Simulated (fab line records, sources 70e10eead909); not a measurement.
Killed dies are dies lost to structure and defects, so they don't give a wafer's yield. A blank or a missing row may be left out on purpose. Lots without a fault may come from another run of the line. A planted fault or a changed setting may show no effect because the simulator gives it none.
fab line records | flow nand_harc
record lots=7 wafers=21 last_day=24
route steps=1159 shown A_M1@1046 A_BONDPAD@1059 END@1159
lots that met no fault: from a run of the same line without faults
start_h: hours from the record's first day to the start of the lot's first wafer shown | wait_h: hours since the lot's step before | " the same as in the row above | L1.1+2: a row that stands for several wafers | - no value, or no start given | * or withheld: withheld | < > ~ a bound
route shown NAME@n: a module of which the file shows steps, and the number in the route of the first | usual: mean/standard deviation of fault-free wafers | same: alike in all rows | chamber/n: place in a boat | sites: the reading at each site | _std_site: their standard deviation | _edge_site: outer sites' mean less inner sites' | radius_mm: how far each site lies from the wafer's centre | mask NAME#n: copy n | behind: the tool/chamber that last shaped the wafer | hold: why the lot was held/for how many hours/how that ended | device: the transistor (n, p or np) that didn't switch | end of line: the same wafers' tests at the end of the route | a step without rows: its recipe alone | killed: dies lost to structure and defects at the first sort, not the wafer's yield | map: a wafer's dies, x killed, . not, _ none there
set.NAME: the setting as run; set.NAME@STEP: as run at that earlier step | model.NAME: the simulator's own value behind a step, which no gauge read
lots at some steps of the route; a table a step, a row a wafer
services: from which hour (start_h, from the record's first day; less than 0 if before it) a tool's chamber was out of use, for how many hours, and why
## steps
# step NHARC_A_M1_DEGAS_29
# recipe temp_c=250 time_s=60
# step NHARC_A_M1_PRE_CLEAN_30
# recipe time_s=30 temp_c=280 gas=H2/He
# usual heater_power_w=417/40
# columns lot.wafer tool chamber start_h wait_h heater_power_w
L247.2 pvd_sputter-03 - - - 397
L247.3 " - " " 460
L247.6 " - " " 464
L248.3 pvd_sputter-02 - - - 455
L248.4 " - " " 382
L248.2 " - " " 487
L252.2 pvd_sputter-02 - - - 370
L252.4 " - " " 390
L252.1 " - " " 453
L249.3 pvd_sputter-01 - - - 423
L249.1 " - " " 362
L249.2 " - " " 379
L250.4 pvd_sputter-01 - - - 417
L250.1 " - " " 369
L250.6 " - " " 364
L258.2 pvd_sputter-03 - - - 401
L258.4 " - " " 450
L258.5 " - " " 474
L261.3 pvd_sputter-01 - - - 402
L261.4 " - " " 415
L261.2 " - " " 360
# step NHARC_A_M1_PVD_20
# recipe target_thk_a=50 bias_v=168.6 power_w=15000 chamber_pressure_pa=0.12 time_s=8.06 substrate_temp_c=50 material=TaN
# usual throttle_valve_pct=29.9/1.4
# columns lot.wafer tool chamber start_h wait_h throttle_valve_pct
L247.2 pvd_sputter-03 - - - 30.1
L247.3 " - " " 31.1
L247.6 " - " " 28.0
L248.4 pvd_sputter-02 - - - 31.2
L248.2 " - " " 30.3
L248.3 " - " " 30.4
L252.4 pvd_sputter-02 - - - 30.3
L252.1 " - " " 29.3
L252.2 " - " " 30.6
L249.2 pvd_sputter-01 - - - 27.1
L249.1 " - " " 30.6
L249.3 " - " " 32.5
L250.1 pvd_sputter-01 - - - 32.2
L250.4 " - " " 29.3
L250.6 " - " " 32.4
L258.2 pvd_sputter-03 - - - 30.9
L258.4 " - " " 30.7
L258.5 " - " " 28.4
L261.2 pvd_sputter-01 - - - 30.5
L261.4 " - " " 32.2
L261.3 " - " " 27.0
# step NHARC_A_M1_PVD_21
# recipe target_thk_a=300 chamber_pressure_pa=5 power_w=5000 substrate_temp_c=30 time_s=20.49 material=Cu
# usual throttle_valve_pct=29.9/1.4
# columns lot.wafer tool chamber start_h wait_h throttle_valve_pct
L247.2 pvd_sputter-03 - - - 28.3
L247.3 " - " " 30.1
L247.6 " - " " 30.3
L248.2 pvd_sputter-02 - - - 30.3
L248.3 " - " " 29.2
L248.4 " - " " 31.3
L252.1 pvd_sputter-02 - - - 29.2
L252.4 " - " " 30.2
L252.2 " - " " 30.4
L249.1 pvd_sputter-01 - - - 29.5
L249.2 " - " " 30.3
L249.3 " - " " 27.0
L250.4 pvd_sputter-01 - - - 29.0
L250.1 " - " " 30.6
L250.6 " - " " 26.9
L258.4 pvd_sputter-03 - - - 30.8
L258.2 " - " " 28.2
L258.5 " - " " 30.8
L261.4 pvd_sputter-01 - - - 32.2
L261.3 " - " " 29.4
L261.2 " - " " 30.2
# step NHARC_A_M1_ECD_22
# recipe target_thk_a=4000 bath_temp_c=25 material=Cu
# step NHARC_A_M1_ANNEAL_31
# recipe temp_c=225 time_s=90
# usual anneal_temp_c=224.95/0.17 anneal_temp_c_max=226.6/0.34 wafer_temp_C_max=226.0/0.33
# columns lot.wafer tool chamber start_h wait_h anneal_temp_c anneal_temp_c_max wafer_temp_C_max
L247.2 rtp_anneal-01 0 455.20 - 224.67 225.9 225.9
L247.3 " 0 " " 224.89 226.4 225.7
L247.6 " 0 " " 224.93 226.2 225.7
L248.2 rtp_anneal-01 0 456.03 - 225.10 226.9 225.7
L248.3 " 0 " " 225.07 226.4 226.2
L248.4 " 0 " " 225.04 226.5 226.3
L252.1 rtp_anneal-02 0 460.50 - 224.70 226.2 226.4
L252.2 " 0 " " 224.98 226.2 226.6
L252.4 " 0 " " 224.83 226.5 226.2
L249.1 rtp_anneal-02 0 464.90 - 224.98 226.7 226.1
L249.2 " 0 " " 225.05 227.6 226.6
L249.3 " 0 " " 225.07 227.0 226.4
L250.1 rtp_anneal-01 0 476.43 - 224.60 226.0 225.9
L250.4 " 0 " " 224.64 226.2 225.6
L250.6 " 0 " " 224.85 226.5 225.8
L258.2 rtp_anneal-01 0 514.42 0.3 224.83 226.2 225.7
L258.4 " 0 " " 225.06 226.8 225.8
L258.5 " 0 " " 225.08 226.9 225.7
L261.2 rtp_anneal-02 0 540.21 0.4 224.99 227.0 226.6
L261.3 " 0 " " 224.95 226.3 226.1
L261.4 " 0 " " 225.02 226.8 225.8
# step NHARC_A_M1_CMP_23
# recipe t_overpolish_s=20 target_thk_nm=154.34
# step NHARC_A_M1_THK_MEAS_24
# recipe thk_meas_gauge=xrf
# usual thk_nm=155.1/1.5
# columns lot.wafer tool chamber start_h wait_h thk_nm
L247.2 film_metro-02 - 455.81 - 155.4
L247.3 " - " " 159.5
L247.6 " - " " 157.0
L248.2 film_metro-01 - 456.64 - 155.1
L248.3 " - " " 155.9
L248.4 " - " " 156.1
L252.1 film_metro-01 - 461.16 - 153.9
L252.2 " - " " 154.9
L252.4 " - " " 158.0
L249.1 film_metro-02 - 465.57 - 155.1
L249.2 " - " " 157.4
L249.3 " - " " 153.6
L250.1 film_metro-01 - 477.09 - 153.3
L250.4 " - " " 152.6
L250.6 " - " " 154.9
L258.2 film_metro-02 - 515.05 - 157.8
L258.4 " - " " 156.3
L258.5 " - " " 156.3
L261.2 film_metro-02 - 540.82 - 154.5
L261.3 " - " " 154.3
L261.4 " - " " 156.0
# step NHARC_A_M1_SRD_25
# step NHARC_A_M1_INSPECT_27
# usual raw_defect_count=475/130
# columns lot.wafer tool chamber start_h wait_h raw_defect_count
L247.2 defect_inspect-01 - 456.00 0.0 338
L247.3 " - " " 398
L247.6 " - " " 385
L248.2 defect_inspect-01 - 456.82 0.0 411
L248.3 " - " " 413
L248.4 " - " " 394
L252.1 defect_inspect-02 - 461.31 0.0 777
L252.2 " - " " 493
L252.4 " - " " 566
L249.1 defect_inspect-01 - 465.73 0.0 453
L249.2 " - " " 306
L249.3 " - " " 569
L250.1 defect_inspect-01 - 477.25 0.0 454
L250.4 " - " " 334
L250.6 " - " " 461
L258.2 defect_inspect-01 - 515.21 0.0 454
L258.4 " - " " 640
L258.5 " - " " 627
L261.2 defect_inspect-02 - 540.99 0.0 416
L261.3 " - " " 496
L261.4 " - " " 552
# step NHARC_A_M1_PRE_CLEAN_32
# recipe time_s=12 temp_c=370 rf_power_w=300 gas=NH3
# step NHARC_A_M1_DEP_33
# recipe target_thk_a=300 temp_c=370 target_thk_nm=30 pressure_torr=3 flow_sccm=200 rf_w=450 material=SiCN
# usual chamber_pressure_Torr=3.000/0.0068 heater_power_outer_w=337/36 heater_power_w=595/72
# columns lot.wafer tool chamber start_h wait_h chamber_pressure_Torr heater_power_outer_w heater_power_w
L247.2 pecvd-04 2 456.14 0.1 3.012 330 625
L247.3 " 1 " " 2.995 305 501
L247.6 " 0 " " 2.996 280 484
L248.2 pecvd-04 0 456.97 0.1 3.006 255 449
L248.3 " 1 " " 2.993 332 559
L248.4 " 0 " " 2.994 263 453
L252.1 pecvd-03 2 461.52 0.1 - - -
L252.2 " 1 " " - - -
L252.4 " 0 " " - - -
L249.1 pecvd-03 0 465.87 0.1 - - -
L249.2 " 1 " " - - -
L249.3 " 2 " " - - -
L250.1 pecvd-04 0 477.46 0.1 - - -
L250.6 " 1 " " - - -
L250.4 " 2 " " - - -
L258.2 pecvd-01 2 515.44 0.1 3.006 311 595
L258.5 " 0 " " 3.000 359 669
L258.4 " 2 " " 3.004 316 596
L261.3 pecvd-03 1 541.17 0.1 2.992 347 646
L261.2 " 2 " " 3.000 312 482
L261.4 " 1 " " 2.993 356 650
# step NHARC_A_BONDPAD_DEP_00
# recipe target_thk_a=2500 temp_c=370 target_thk_nm=250 pressure_torr=3 flow_sccm=200 rf_w=450 material=SiCN
# usual chamber_pressure_Torr=2.999/0.0065 heater_power_outer_w=333/43 heater_power_w=588/63
# columns lot.wafer tool chamber start_h wait_h chamber_pressure_Torr heater_power_outer_w heater_power_w
L247.2 pecvd-03 1 456.72 - 3.002 383 697
L247.3 " 2 " " 2.999 325 493
L247.6 " 2 " " 2.990 330 513
L248.3 pecvd-03 2 457.57 - 2.997 363 547
L248.2 " 0 " " 2.990 295 563
L248.4 " 0 " " 3.001 302 574
L252.2 pecvd-03 0 462.07 - 2.999 344 639
L252.1 " 1 " " 2.993 326 611
L252.4 " 1 " " 3.000 340 622
L249.1 pecvd-02 1 466.43 - 2.988 326 546
L249.3 " 2 " " 3.013 414 679
L249.2 " 0 " " 3.002 290 534
L250.1 pecvd-02 2 478.05 - 2.999 345 569
L250.6 " 2 " " 3.000 361 601
L250.4 " 0 " " 3.004 265 513
L258.2 pecvd-03 2 516.35 - 3.007 389 591
L258.4 " 2 " " 3.005 378 587
L258.5 " 1 " " 2.989 393 708
L261.2 pecvd-02 2 541.68 - 2.999 361 620
L261.3 " 1 " " 2.993 348 561
L261.4 " 2 " " 2.993 357 647
# step NHARC_END_SORT_01
# recipe temp_c=25
# usual defect_limited_yield=95.6/1.6 killed_at_array=26/10 killed_at_other=0.5/0.87 killed_at_periphery=3.0/2.5 killed_dies=29/11 killed_open=3.3/1.9 killed_short=1.8/1.5 sort_bin_2_pct=1.3/0.63 sort_bin_3_pct=0.25/0.22 sort_bin_4_pct=2.8/1.1 sort_n_pass=648/11 sort_rim_yield_pct=96.5/2.6 sort_yield_pct=95.6/1.6
# same gross_dies=677 sort_bin_5_pct[%]=0 sort_bin_6_pct[%]=0 sort_bin_7_pct[%]=0 sort_bin_8_pct[%]=0 sort_rim_n_gross=106.00
# columns lot.wafer tool chamber start_h wait_h defect_limited_yield[%] killed_at_array killed_at_other killed_at_periphery killed_dies killed_open killed_short sort_bin_2_pct[%] sort_bin_3_pct[%] sort_bin_4_pct[%] sort_n_pass sort_rim_yield_pct[%] sort_yield_pct[%]
L250.1 prober-01 0 511.50 2.5 96.8 19 0 3 22 2 1 0.6 0.44 2.2 655 97.2 96.8
L250.4 prober-01 0 513.89 3.4 95.6 24 0 6 30 2 3 1.8 0 2.7 647 96.2 95.6
L250.6 prober-01 0 515.48 4.0 96.5 23 0 1 24 2 0 1.0 0.15 2.4 653 98.1 96.5
# killed by level:class
L250.1 A_SLIT:chamber_film_flake=13 A_CHANNEL_HOLE_D1:chamber_film_flake=3 P_M0:geometric_particle:open=1 A_STAIRCASE:geometric_particle:open=1 A_SGD_CUT:geometric_particle:short=1 P_STI:chamber_film_flake=1 P_GATE:chamber_film_flake=1 A_STAIRCASE:chamber_film_flake=1
L250.4 A_SLIT:chamber_film_flake=12 P_GATE:chamber_film_flake=3 A_CHANNEL_HOLE_D1:chamber_film_flake=3 A_CONTACT:chamber_film_flake=3 A_CONTACT:geometric_particle:open=2 P_CONTACT:geometric_particle:short=1 A_CHANNEL_FILL_D1:geometric_particle:short=1 A_WL_FILL:geometric_particle:short=1
L250.6 A_SLIT:chamber_film_flake=14 A_CHANNEL_HOLE_D1:chamber_film_flake=5 A_CONTACT:chamber_film_flake=2 A_CONTACT:geometric_particle:open=1 A_M0:geometric_particle:open=1 P_GATE:chamber_film_flake=1
## services
# columns tool chamber start_h hours kind
pecvd-01 0 431.40 - clean
pecvd-01 1 431.40 - clean
pecvd-01 2 431.40 - clean
pecvd-01 2 435.20 15.0 repair
pvd_sputter-02 - 446.17 0.8 repair
pecvd-03 - 448.93 0.7 repair
pvd_sputter-03 - 458.00 10.0 pm
pvd_sputter-02 - 467.44 6.9 repair
pecvd-03 - 473.55 13.0 pm
pecvd-03 0 473.55 13.0 vent_cycle
pecvd-03 1 473.55 13.0 vent_cycle
pecvd-03 2 473.55 13.0 vent_cycle
pecvd-03 0 486.55 - clean
pecvd-03 1 486.55 - clean
pecvd-03 2 486.55 - clean
pecvd-04 1 489.99 3.5 repair
pecvd-01 - 494.06 0.3 repair
pecvd-01 - 505.20 1.4 repair
pvd_sputter-02 - 507.50 2.0 repair
pecvd-02 - 515.00 13.0 pm
pecvd-02 0 515.00 24.2 vent_cycle
pecvd-02 1 515.00 24.2 vent_cycle
pecvd-02 2 515.00 24.2 vent_cycle
pvd_sputter-01 - 521.16 2.6 repair
## key
first_sign step=NHARC_A_M1_DEP_33 reading=tool_record direction=missing
effect none on later readings
met_at NHARC_A_M1_DEP_33
struck_wafers L249.1,L249.2,L249.3,L250.1,L250.4,L250.6,L252.1,L252.2,L252.4
onset_between 456.97 461.52
fault kind=skipped_step_whole tool=pecvd-03,pecvd-04 chamber=- onset_h=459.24 steps=NHARC_A_M1_DEP_33 scope=struck_lots_only
